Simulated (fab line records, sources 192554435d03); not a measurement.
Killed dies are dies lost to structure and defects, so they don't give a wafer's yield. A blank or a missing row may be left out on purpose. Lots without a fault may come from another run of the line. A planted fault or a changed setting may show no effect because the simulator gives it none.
Which tool did it? | flow n5_finfet | 24 lots, 72 wafers sampled, at 5 steps of a route of 1938

WHAT THE GAUGES READ, wafer by wafer
N5_BEOL_M14_RS_MEAS_54: measures by four-point-probe. Usual: M14_RS 0.0338 ohm/sq, standard deviation 0.0012.
lot  | measured     | on            | M14_RS (ohm/sq)      | flag
L075 | day 14 00:58 | film_metro-01 | 0.0337 0.0332 0.0329 |
L074 | day 14 07:44 | film_metro-01 | 0.0328 0.0362 0.0330 |
L076 | day 14 19:37 | film_metro-02 | 0.0344 0.0347 0.0343 |
L077 | day 15 01:29 | film_metro-02 | 0.0339 0.0338 0.0340 |
L080 | day 15 08:32 | film_metro-01 | 0.0327 0.0343 0.0329 |
L081 | day 15 12:40 | film_metro-02 | 0.0325 0.0345 0.0325 |
L079 | day 16 00:21 | film_metro-02 | 0.0320 0.0328 0.0332 |
L082 | day 16 05:40 | film_metro-02 | 0.0344 0.0348 0.0333 |
L078 | day 16 06:47 | film_metro-02 | 0.0358 0.0319 0.0318 |
L083 | day 16 07:49 | film_metro-01 | 0.0344 0.0331 0.0347 |
L085 | day 16 17:13 | film_metro-02 | 0.0318 0.0330 0.0330 |
L086 | day 17 03:46 | film_metro-02 | 0.0358 0.0332 0.0331 |
L084 | day 17 13:40 | film_metro-01 | 0.0359 0.0324 0.0362 |
L089 | day 17 16:26 | film_metro-02 | 0.0345 0.0346 0.0347 |
L088 | day 17 19:35 | film_metro-02 | 0.0346 0.0323 0.0344 |
L087 | day 18 02:28 | film_metro-01 | 0.0344 0.0348 0.0344 |
L091 | day 18 07:08 | film_metro-01 | 0.0329 0.0348 0.0339 |
L090 | day 18 18:56 | film_metro-01 | 0.0358 0.0325 0.0357 |
L093 | day 18 22:59 | film_metro-02 | 0.0349 0.0343 0.0348 |
L094 | day 19 05:14 | film_metro-01 | 0.0359 0.0332 0.0324 |
L092 | day 19 16:10 | film_metro-02 | 0.0328 0.0324 0.0362 |
L097 | day 19 23:52 | film_metro-02 | 0.0329 0.0331 0.0366 |
L096 | day 20 02:54 | film_metro-02 | 0.0363 0.0325 0.0331 |
L095 | day 21 08:44 | film_metro-01 | 0.0345 0.0326 0.0327 |

N5_BEOL_M14_INSPECT_55: inspects for defects (darkfield). Usual: raw_defect_count 74, standard deviation 25.
lot  | measured     | on                | raw_defect_count | flag
L075 | day 14 00:59 | defect_inspect-02 | 56 55 69         |
L074 | day 14 07:45 | defect_inspect-01 | 56 56 48         |
L076 | day 14 19:38 | defect_inspect-01 | 49 78 90         |
L077 | day 15 01:30 | defect_inspect-02 | 68 88 26         |
L080 | day 15 08:34 | defect_inspect-02 | 41 53 41         |
L081 | day 15 12:42 | defect_inspect-02 | 63 75 67         |
L079 | day 16 00:22 | defect_inspect-02 | 74 83 53         |
L082 | day 16 05:41 | defect_inspect-01 | 52 48 55         |
L078 | day 16 06:49 | defect_inspect-01 | 48 69 75         |
L083 | day 16 07:50 | defect_inspect-02 | 117 111 72       |
L085 | day 16 17:14 | defect_inspect-02 | 110 64 120       |
L086 | day 17 03:47 | defect_inspect-01 | 75 61 107        |
L084 | day 17 13:41 | defect_inspect-02 | 78 63 67         |
L089 | day 17 16:28 | defect_inspect-02 | 71 113 92        |
L088 | day 17 19:36 | defect_inspect-02 | 57 46 58         |
L087 | day 18 02:30 | defect_inspect-01 | 112 67 96        |
L091 | day 18 07:10 | defect_inspect-01 | 48 89 80         |
L090 | day 18 18:58 | defect_inspect-01 | 93 96 52         |
L093 | day 18 23:01 | defect_inspect-01 | 37 48 46         |
L094 | day 19 05:15 | defect_inspect-01 | 111 115 85       |
L092 | day 19 16:12 | defect_inspect-02 | 116 58 54        |
L097 | day 19 23:53 | defect_inspect-02 | 65 90 101        |
L096 | day 20 02:55 | defect_inspect-02 | 92 85 69         |
L095 | day 21 08:45 | defect_inspect-01 | 73 92 54         |

N5_BEOL_M15_CD_MEAS_10: target cd 360 nm. Usual: cd_nm 359.5 nm, standard deviation 2.2.
lot  | measured     | on        | cd_nm (nm)        | flag
L075 | day 14 01:35 | cd_sem-02 | 360.3 357.5 355.8 |
L074 | day 14 08:28 | cd_sem-01 | 354.0 360.4 357.7 |
L076 | day 14 20:13 | cd_sem-02 | 357.9 356.1 354.0 |
L077 | day 15 02:13 | cd_sem-03 | 359.6 362.4 358.6 |
L080 | day 15 09:09 | cd_sem-02 | 359.0 357.1 357.4 |
L081 | day 15 13:25 | cd_sem-02 | 364.5 363.2 361.2 |
L079 | day 16 00:58 | cd_sem-02 | 361.2 360.7 357.3 |
L082 | day 16 06:24 | cd_sem-01 | 361.3 361.5 359.1 |
L078 | day 16 07:25 | cd_sem-02 | 357.4 357.9 359.2 |
L083 | day 16 08:26 | cd_sem-03 | 359.2 354.6 361.0 |
L085 | day 16 17:57 | cd_sem-02 | 359.6 356.2 357.3 |
L086 | day 17 04:23 | cd_sem-03 | 363.2 360.9 362.2 |
L084 | day 17 14:17 | cd_sem-03 | 363.4 360.3 360.6 |
L089 | day 17 17:03 | cd_sem-01 | 359.5 358.2 357.3 |
L088 | day 17 20:19 | cd_sem-02 | 360.9 359.5 361.6 |
L087 | day 18 03:05 | cd_sem-01 | 360.8 359.1 362.2 |
L091 | day 18 07:46 | cd_sem-02 | 356.3 360.6 360.4 |
L090 | day 18 19:34 | cd_sem-03 | 357.9 356.9 358.6 |
L093 | day 18 23:36 | cd_sem-03 | 358.6 365.5 360.0 |
L094 | day 19 06:05 | cd_sem-01 | 357.8 355.1 358.0 |
L092 | day 19 16:55 | cd_sem-02 | 361.0 359.7 358.3 |
L097 | day 20 00:30 | cd_sem-02 | 360.6 363.7 362.6 |
L096 | day 20 03:31 | cd_sem-02 | 358.5 358.9 359.0 |
L095 | day 21 09:28 | cd_sem-03 | 362.6 361.0 361.4 |

N5_BEOL_M15_CD_MEAS_17: target cd 360 nm. Usual: cd_nm 360 nm, standard deviation 3.1.
lot  | measured     | on        | cd_nm (nm)  | flag
L075 | day 14 02:12 | cd_sem-01 | 361 355 358 |
L074 | day 14 09:04 | cd_sem-02 | 353 361 358 |
L076 | day 14 20:49 | cd_sem-01 | 359 358 351 |
L077 | day 15 02:49 | cd_sem-01 | 361 363 360 |
L080 | day 15 09:44 | cd_sem-02 | 361 357 359 |
L081 | day 15 14:00 | cd_sem-02 | 369 364 363 |
L079 | day 16 01:33 | cd_sem-02 | 361 362 357 |
L082 | day 16 07:12 | cd_sem-03 | 361 362 362 |
L078 | day 16 08:05 | cd_sem-03 | 359 357 360 |
L083 | day 16 09:13 | cd_sem-03 | 359 353 362 |
L085 | day 16 18:39 | cd_sem-01 | 360 360 355 |
L086 | day 17 04:59 | cd_sem-03 | 361 362 361 |
L084 | day 17 14:52 | cd_sem-02 | 362 364 365 |
L089 | day 17 17:38 | cd_sem-03 | 356 358 357 |
L088 | day 17 20:55 | cd_sem-01 | 360 359 362 |
L087 | day 18 03:41 | cd_sem-02 | 360 360 362 |
L091 | day 18 08:21 | cd_sem-02 | 360 362 361 |
L090 | day 18 20:19 | cd_sem-01 | 359 356 361 |
L093 | day 19 00:34 | cd_sem-03 | 363 366 364 |
L094 | day 19 06:40 | cd_sem-03 | 360 354 357 |
L092 | day 19 17:30 | cd_sem-01 | 361 359 361 |
L097 | day 20 01:08 | cd_sem-03 | 364 363 365 |
L096 | day 20 04:06 | cd_sem-03 | 359 362 360 |
L095 | day 21 10:03 | cd_sem-02 | 362 365 363 |

WHICH TOOL RAN EACH LOT (tool, then ch and the chambers of the sampled wafers, then the start)
lot  | N5_BEOL_M15_VIA_ETCH_16
L075 | rie_diel-02 ch 0,1,2, day 14 01:47
L074 | rie_diel-06 ch 2,3, day 14 08:38
L076 | rie_diel-02 ch 0,1,2, day 14 20:24
L077 | rie_diel-06 ch 1,2, day 15 02:24
L080 | rie_diel-02 ch 0,3, day 15 09:19
L081 | rie_diel-06 ch 0,1, day 15 13:35
L079 | rie_diel-02 ch 1,2,3, day 16 01:08
L082 | rie_diel-02 ch 2,3, day 16 06:47
L078 | rie_diel-02 ch 1,2,3, day 16 07:41
L083 | rie_diel-03 ch 1,2,3, day 16 08:48
L085 | rie_diel-03 ch 0,2,3, day 16 18:14
L086 | rie_diel-02 ch 1,3, day 17 04:34
L084 | rie_diel-03 ch 0,2, day 17 14:28
L089 | rie_diel-02 ch 1,2, day 17 17:13
L088 | rie_diel-02 ch 2,3, day 17 20:30
L087 | rie_diel-02 ch 1,3, day 18 03:16
L091 | rie_diel-03 ch 0,1,3, day 18 07:56
L090 | rie_diel-02 ch 0,3, day 18 19:54
L093 | rie_diel-03 ch 0,3, day 19 00:09
L094 | rie_diel-02 ch 0,1, day 19 06:15
L092 | rie_diel-06 ch 1,2,3, day 19 17:05
L097 | rie_diel-03 ch 0,1,2, day 20 00:41
L096 | rie_diel-03 ch 0,2,3, day 20 03:41
L095 | rie_diel-06 ch 0,3, day 21 09:38
- N5_BEOL_M15_VIA_ETCH_16: etches SiO2 in C4F8/O2/Ar, target depth 1792.2 nm.

WHAT THE TOOLS THEMSELVES READ (means of the sampled wafers that have a number; where no wafer has one, the mark that the record gives instead)
N5_BEOL_M15_VIA_ETCH_16. Usual: drypump_motor_current_A 5.7 A, standard deviation 0.33; he_inner_torr 15.00 Torr, standard deviation 0.032; oes_product_au 0.72 a.u., standard deviation 0.075; rf_fwd_power_W 1903 W, standard deviation 6; rf_vpp_V 2211 V, standard deviation 36; showerhead_plenum_p_Torr 3.41 Torr, standard deviation 0.12; throttle_valve_pct 30.8 %, standard deviation 0.31.
lot  | tool        | drypump_motor_current_A (A) | he_inner_torr (Torr) | oes_product_au (a.u.) | rf_fwd_power_W (W) | rf_vpp_V (V) | showerhead_plenum_p_Torr (Torr) | throttle_valve_pct (%) | flag
L075 | rie_diel-02 | 5.6                         | 14.99                | 0.73                  | 1909               | 2200         | 3.30                            | 31.1                   |
L074 | rie_diel-06 | 5.3                         | 15.00                | 0.75                  | 1903               | 2177         | 3.46                            | 30.7                   |
L076 | rie_diel-02 | 5.6                         | 15.01                | 0.72                  | 1905               | 2199         | 3.30                            | 31.1                   |
L077 | rie_diel-06 | 5.4                         | 14.98                | 0.84                  | 1899               | 2186         | 3.50                            | 30.4                   |
L080 | rie_diel-02 | 5.8                         | 14.99                | 0.76                  | 1900               | 2209         | 3.44                            | 31.1                   |
L081 | rie_diel-06 | 5.7                         | 14.99                | 0.82                  | 1908               | 2196         | 3.46                            | 30.4                   |
L079 | rie_diel-02 | 5.6                         | 15.03                | 0.65                  | 1908               | 2226         | 3.33                            | 30.9                   |
L082 | rie_diel-02 | 5.8                         | 14.99                | 0.65                  | 1903               | 2207         | 3.29                            | 31.1                   |
L078 | rie_diel-02 | 5.7                         | 14.99                | 0.65                  | 1901               | 2225         | 3.33                            | 30.9                   |
L083 | rie_diel-03 | 5.8                         | 14.98                | 0.78                  | 1898               | 2206         | 3.55                            | 30.8                   |
L085 | rie_diel-03 | 5.8                         | 15.02                | 0.73                  | 1900               | 2226         | 3.52                            | 30.6                   |
L086 | rie_diel-02 | 5.6                         | 14.97                | 0.65                  | 1911               | 2245         | 3.37                            | 30.8                   |
L084 | rie_diel-03 | 6.2                         | 15.00                | 0.70                  | 1905               | 2250         | 3.44                            | 30.4                   |
L089 | rie_diel-02 | 5.6                         | 15.01                | 0.65                  | 1900               | 2197         | 3.22                            | 31.1                   |
L088 | rie_diel-02 | 5.7                         | 15.01                | 0.65                  | 1898               | 2206         | 3.28                            | 31.1                   |
L087 | rie_diel-02 | 5.7                         | 15.00                | 0.64                  | 1906               | 2253         | 3.43                            | 30.8                   |
L091 | rie_diel-03 | 5.7                         | 15.00                | 0.75                  | 1899               | 2218         | 3.50                            | 30.8                   |
L090 | rie_diel-02 | 5.8                         | 15.01                | 0.74                  | 1901               | 2208         | 3.42                            | 31.1                   |
L093 | rie_diel-03 | 5.8                         | 15.02                | 0.70                  | 1905               | 2239         | 3.46                            | 30.6                   |
L094 | rie_diel-02 | 5.5                         | 14.98                | 0.69                  | 1899               | 2217         | 3.33                            | 31.0                   |
L092 | rie_diel-06 | 5.4                         | 15.02                | 0.76                  | 1908               | 2200         | 3.43                            | 30.6                   |
L097 | rie_diel-03 | 6.1                         | 15.00                | 0.73                  | 1901               | 2227         | 3.46                            | 30.7                   |
L096 | rie_diel-03 | 5.9                         | 15.04                | 0.70                  | 1899               | 2226         | 3.51                            | 30.6                   |
L095 | rie_diel-06 | 5.7                         | 15.00                | 0.69                  | 1915               | 2224         | 3.35                            | 30.7                   |

THE ANSWER, worked out from the rows above alone
Rule: a lot is off if the mean of its wafers that have a number lies more than 3 standard deviations from the usual mean. A lot without any number at a reading at which 4 lots or more have one is off too. The other lots that the step has rows for count as sound. The gauges are gone through in route order, then the tools' own readings, and for those a lot's mean is taken as printed above. The first step at which some lot is off is used, and at that step the reading that is off furthest; a lot without a number counts as furthest.
No lot is off at any reading shown: from this, nothing can be told.

WHAT THE SIMULATOR HAD PUT IN
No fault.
